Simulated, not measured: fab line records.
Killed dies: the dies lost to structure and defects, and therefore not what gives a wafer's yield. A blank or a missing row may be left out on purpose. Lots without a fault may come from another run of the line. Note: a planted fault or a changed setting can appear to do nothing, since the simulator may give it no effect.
Chamber matching / flow n5_finfet / N5_BEOL_M14_DESCUM_15 on rie_diel-06 has 4 sister chambers
The step chemistry O2, time 7.9 s. 20 wafers are shown with their chamber, then 10 later ones without.

## WAFERS, EACH WITH ITS CHAMBER
wafer=L081.1; chamber=1; showerhead_plenum_p_Torr (Torr)=2.22; drypump_motor_current_A (A)=6.4; throttle_valve_pct (%)=20.41
wafer=L081.2; chamber=2; showerhead_plenum_p_Torr (Torr)=2.09; drypump_motor_current_A (A)=5.8; throttle_valve_pct (%)=20.15
wafer=L081.6; chamber=1; showerhead_plenum_p_Torr (Torr)=2.22; drypump_motor_current_A (A)=6.4; throttle_valve_pct (%)=20.42
wafer=L082.1; chamber=0; showerhead_plenum_p_Torr (Torr)=2.12; drypump_motor_current_A (A)=5.2; throttle_valve_pct (%)=20.08
wafer=L082.3; chamber=3; showerhead_plenum_p_Torr (Torr)=2.04; drypump_motor_current_A (A)=5.1; throttle_valve_pct (%)=20.53
wafer=L082.4; chamber=2; showerhead_plenum_p_Torr (Torr)=2.09; drypump_motor_current_A (A)=5.8; throttle_valve_pct (%)=20.16
wafer=L083.3; chamber=2; showerhead_plenum_p_Torr (Torr)=2.08; drypump_motor_current_A (A)=5.8; throttle_valve_pct (%)=20.17
wafer=L083.5; chamber=2; showerhead_plenum_p_Torr (Torr)=2.08; drypump_motor_current_A (A)=5.8; throttle_valve_pct (%)=20.17
wafer=L083.6; chamber=1; showerhead_plenum_p_Torr (Torr)=2.22; drypump_motor_current_A (A)=6.4; throttle_valve_pct (%)=20.42
wafer=L086.3; chamber=1; showerhead_plenum_p_Torr (Torr)=2.22; drypump_motor_current_A (A)=6.3; throttle_valve_pct (%)=20.42
wafer=L086.4; chamber=3; showerhead_plenum_p_Torr (Torr)=2.04; drypump_motor_current_A (A)=5.1; throttle_valve_pct (%)=20.56
wafer=L086.6; chamber=1; showerhead_plenum_p_Torr (Torr)=2.22; drypump_motor_current_A (A)=6.3; throttle_valve_pct (%)=20.44
wafer=L088.2; chamber=3; showerhead_plenum_p_Torr (Torr)=2.04; drypump_motor_current_A (A)=5.0; throttle_valve_pct (%)=20.55
wafer=L088.4; chamber=2; showerhead_plenum_p_Torr (Torr)=2.08; drypump_motor_current_A (A)=5.8; throttle_valve_pct (%)=20.19
wafer=L088.6; chamber=3; showerhead_plenum_p_Torr (Torr)=2.04; drypump_motor_current_A (A)=5.1; throttle_valve_pct (%)=20.56
wafer=L087.2; chamber=2; showerhead_plenum_p_Torr (Torr)=2.08; drypump_motor_current_A (A)=5.8; throttle_valve_pct (%)=20.17
wafer=L087.4; chamber=3; showerhead_plenum_p_Torr (Torr)=2.04; drypump_motor_current_A (A)=5.0; throttle_valve_pct (%)=20.57
wafer=L087.6; chamber=2; showerhead_plenum_p_Torr (Torr)=2.08; drypump_motor_current_A (A)=5.8; throttle_valve_pct (%)=20.17
wafer=L089.1; chamber=1; showerhead_plenum_p_Torr (Torr)=2.22; drypump_motor_current_A (A)=6.3; throttle_valve_pct (%)=20.45
wafer=L089.3; chamber=0; showerhead_plenum_p_Torr (Torr)=2.12; drypump_motor_current_A (A)=5.2; throttle_valve_pct (%)=19.83

SIGNATURES (averages over the wafers above)
reading=showerhead_plenum_p_Torr; chamber 0=2.1200; chamber 1=2.2200; chamber 2=2.0829; chamber 3=2.0400; scatter within a chamber=0.00299
reading=drypump_motor_current_A; chamber 0=5.200; chamber 1=6.350; chamber 2=5.800; chamber 3=5.060; scatter within a chamber=0.0411
reading=throttle_valve_pct; chamber 0=19.9550; chamber 1=20.4267; chamber 2=20.1686; chamber 3=20.5540; scatter within a chamber=0.0462
Rule: for each reading, subtract the chamber's mean from the wafer's reading, divide by that reading's scatter and square the result; add these up over the readings and take the root, which gives the wafer's distance from the chamber. The wafer belongs to the nearest chamber; if the next one is less than 2 further off, it can't be placed. The scatter: take each reading less its chamber's mean, square it, sum over the shown wafers, divide by the number of wafers less the number of chambers, and take the root.

## WAFERS WITHOUT THEIR CHAMBER
wafer=L089.6; showerhead_plenum_p_Torr (Torr)=2.12; drypump_motor_current_A (A)=5.2; throttle_valve_pct (%)=19.81
wafer=L094.2; showerhead_plenum_p_Torr (Torr)=2.12; drypump_motor_current_A (A)=5.2; throttle_valve_pct (%)=19.85
wafer=L094.4; showerhead_plenum_p_Torr (Torr)=2.21; drypump_motor_current_A (A)=6.3; throttle_valve_pct (%)=20.47
wafer=L094.5; showerhead_plenum_p_Torr (Torr)=2.08; drypump_motor_current_A (A)=5.8; throttle_valve_pct (%)=20.21
wafer=L095.1; showerhead_plenum_p_Torr (Torr)=2.07; drypump_motor_current_A (A)=5.8; throttle_valve_pct (%)=20.20
wafer=L095.2; showerhead_plenum_p_Torr (Torr)=2.11; drypump_motor_current_A (A)=5.2; throttle_valve_pct (%)=19.84
wafer=L095.3; showerhead_plenum_p_Torr (Torr)=2.21; drypump_motor_current_A (A)=6.4; throttle_valve_pct (%)=20.45
wafer=L096.3; showerhead_plenum_p_Torr (Torr)=2.03; drypump_motor_current_A (A)=5.0; throttle_valve_pct (%)=20.58
wafer=L096.5; showerhead_plenum_p_Torr (Torr)=2.03; drypump_motor_current_A (A)=5.1; throttle_valve_pct (%)=20.58
wafer=L096.6; showerhead_plenum_p_Torr (Torr)=2.11; drypump_motor_current_A (A)=5.2; throttle_valve_pct (%)=19.85

## CHAMBER TAKEN BY EACH
wafer=L089.6; from the rows above=0; in truth=0
wafer=L094.2; from the rows above=0; in truth=0
wafer=L094.4; from the rows above=1; in truth=1
wafer=L094.5; from the rows above=2; in truth=2
wafer=L095.1; from the rows above=2; in truth=2
wafer=L095.2; from the rows above=0; in truth=0
wafer=L095.3; from the rows above=1; in truth=1
wafer=L096.3; from the rows above=3; in truth=3
wafer=L096.5; from the rows above=3; in truth=3
wafer=L096.6; from the rows above=0; in truth=0
Correctly placed: 10 of 10. Not placeable from these rows: 0. 0 placed wrongly.
